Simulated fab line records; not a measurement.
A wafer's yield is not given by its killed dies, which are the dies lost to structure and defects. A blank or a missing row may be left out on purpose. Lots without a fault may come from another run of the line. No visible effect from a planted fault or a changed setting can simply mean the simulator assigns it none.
Chamber matching || flow n5_finfet || pecvd-03 running N5_BEOL_M12_DEP_53: 3 sister chambers
The step deposits SiCN from 3MS/NH3, target thk 30 nm, time 10.5 s. 6 wafers are shown with their chamber, then 7 later ones without.

## WAFERS, EACH WITH ITS CHAMBER
{"wafer": "L903.2", "chamber": 2, "showerhead_plenum_p_Torr (Torr)": 4.146, "showerhead_vpp_V (V)": 1621}
{"wafer": "L903.6", "chamber": 1, "showerhead_plenum_p_Torr (Torr)": 4.157, "showerhead_vpp_V (V)": 1522}
{"wafer": "L905.4", "chamber": 1, "showerhead_plenum_p_Torr (Torr)": 4.165, "showerhead_vpp_V (V)": 1508}
{"wafer": "L905.5", "chamber": 0, "showerhead_plenum_p_Torr (Torr)": 4.205, "showerhead_vpp_V (V)": 1603}
{"wafer": "L904.1", "chamber": 2, "showerhead_plenum_p_Torr (Torr)": 4.137, "showerhead_vpp_V (V)": 1641}
{"wafer": "L904.3", "chamber": 0, "showerhead_plenum_p_Torr (Torr)": 4.206, "showerhead_vpp_V (V)": 1608}

## WAFERS MISSING THEIR CHAMBER
{"wafer": "L904.5", "showerhead_plenum_p_Torr (Torr)": 4.172, "showerhead_vpp_V (V)": 1518}
{"wafer": "L913.3", "showerhead_plenum_p_Torr (Torr)": 4.163, "showerhead_vpp_V (V)": 1528}
{"wafer": "L913.4", "showerhead_plenum_p_Torr (Torr)": 4.198, "showerhead_vpp_V (V)": 1584}
{"wafer": "L913.6", "showerhead_plenum_p_Torr (Torr)": 4.200, "showerhead_vpp_V (V)": 1618}
{"wafer": "L912.2", "showerhead_plenum_p_Torr (Torr)": 4.193, "showerhead_vpp_V (V)": 1649}
{"wafer": "L912.3", "showerhead_plenum_p_Torr (Torr)": 4.197, "showerhead_vpp_V (V)": 1611}
{"wafer": "L912.5", "showerhead_plenum_p_Torr (Torr)": 4.207, "showerhead_vpp_V (V)": 1591}

## EACH ONE'S CHAMBER
{"wafer": "L904.5", "from the rows above": 1, "in truth": 1}
{"wafer": "L913.3", "from the rows above": 1, "in truth": 1}
{"wafer": "L913.4", "from the rows above": 0, "in truth": 0}
{"wafer": "L913.6", "from the rows above": 0, "in truth": 0}
{"wafer": "L912.2", "from the rows above": 0, "in truth": 0}
{"wafer": "L912.3", "from the rows above": 0, "in truth": 0}
{"wafer": "L912.5", "from the rows above": 0, "in truth": 0}
Correct placement for 7 of the 7. Not placeable from these rows: 0. 0 placed wrongly.
How it was worked out, from the rows above alone: a wafer's distance from a chamber is the root of the sum, over the readings, of the square of ((its reading less the chamber's mean) divided by the reading's scatter). If the next closest chamber is less than 2 further off than the closest, the wafer can't be placed; otherwise it belongs to the closest. The mean given for a chamber averages the wafers shown for that chamber. The scatter: the root of (the sum of the squares of (reading less its chamber's mean) over the shown wafers, divided by (wafers less chambers)).
